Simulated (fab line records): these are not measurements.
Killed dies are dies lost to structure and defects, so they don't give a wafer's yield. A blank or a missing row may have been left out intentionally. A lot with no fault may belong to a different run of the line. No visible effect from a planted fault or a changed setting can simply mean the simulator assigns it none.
8D (eight disciplines) problem report, filled in by code | flow nand-harc | the parts of the form that need people (team, actions taken, sign-off) are left out

1. THE ISSUE
At NHARC_A_STAIRCASE_DEP_301, rf-fwd-power-W averages 488.8 W over 6 wafers from 2 lots, while fault-free wafers read 348.4 W, standard deviation 1.3. So: +99 or more standard deviations from the usual mean.
The step: deposits SiON, target thk 30 nm.
First observed at day 20 10:13: wafer L658.1, on pecvd-03. At this step, 33 wafers from 11 lots have a number in the record. By rule, "out" or "out of limits" means more than 4 standard deviations away from the usual mean. The other wafers with a number count as sound.

2. WHAT IT IS; WHAT IT IS NOT
question                    | is                     | is not
which readings at this step | rf-fwd-power-W         | heater-power-outer-w, heater-power-w, susceptor-temp-C
which lots                  | L658, L660             | L651, L653, L654, L656, L659, L661, L669, L670, L671
which wafers of those lots  | all that have a number | -
read on which tools         | pecvd-03               | pecvd-01, pecvd-04
when                        | from day 20 10:13      | up to then (12 sound wafers); but 15 sound wafers of L659, L661, L669, L670, L671 came after

3. WHAT RULES OUT EACH SUSPECT
Counting: a tool at a process step up to the reading stays a suspect if it ran every lot that is out and no sound lot after the first of them.
- rie-diel-01 at NHARC_A_STAIRCASE_ETCH_292 (etches the open film in CF4/CHF3): ruled out as a lasting fault. Following L658 (day 20 06:07), the first lot on it that is out, the sound lots L661 were run on it.
- pecvd-03 at NHARC_A_STAIRCASE_DEP_301 (deposits SiON, target thk 30 nm): ruled out as a lasting fault. Following L658 (day 20 10:13), the first lot on it that is out, the sound lots L669, L670 were run on it.
Left after counting: nothing in the record.

4. THE CAUSE (what the simulator had put in)
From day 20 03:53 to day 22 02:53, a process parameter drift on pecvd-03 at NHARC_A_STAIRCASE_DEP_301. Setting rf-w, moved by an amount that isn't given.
Counting ruled it out, wrongly.

5. THE EFFECT CHAIN, in route order
One row per reading whose mean, taken over the struck wafers that have a number, lies over 3 standard deviations from the usual. Readings are gone through only where the record gives a usual standard deviation; hours: the median, over the lots, of the time from a lot's start at the first step in this table giving one to that lot's start at this step; sigmas: the change measured in usual standard deviations.
hours | step                      | reading          | usual   | on struck wafers | change | sigmas
0     | NHARC_A_STAIRCASE_DEP_301 | rf-fwd-power-W   | 348.4 W | 488.8            | +140.4 | +99 or more
0     | NHARC_A_STAIRCASE_DEP_301 | showerhead-vpp-V | 1153 V  | 1370             | +217   | +3.8
It contains these process steps:
- NHARC_A_STAIRCASE_DEP_301: deposits SiON, target thk 30 nm.

6. WHAT WOULD HAVE CAUGHT IT SOONER
First out-of-limits reading in this record: day 20 10:13, which is 6 hours after fault onset at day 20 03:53.
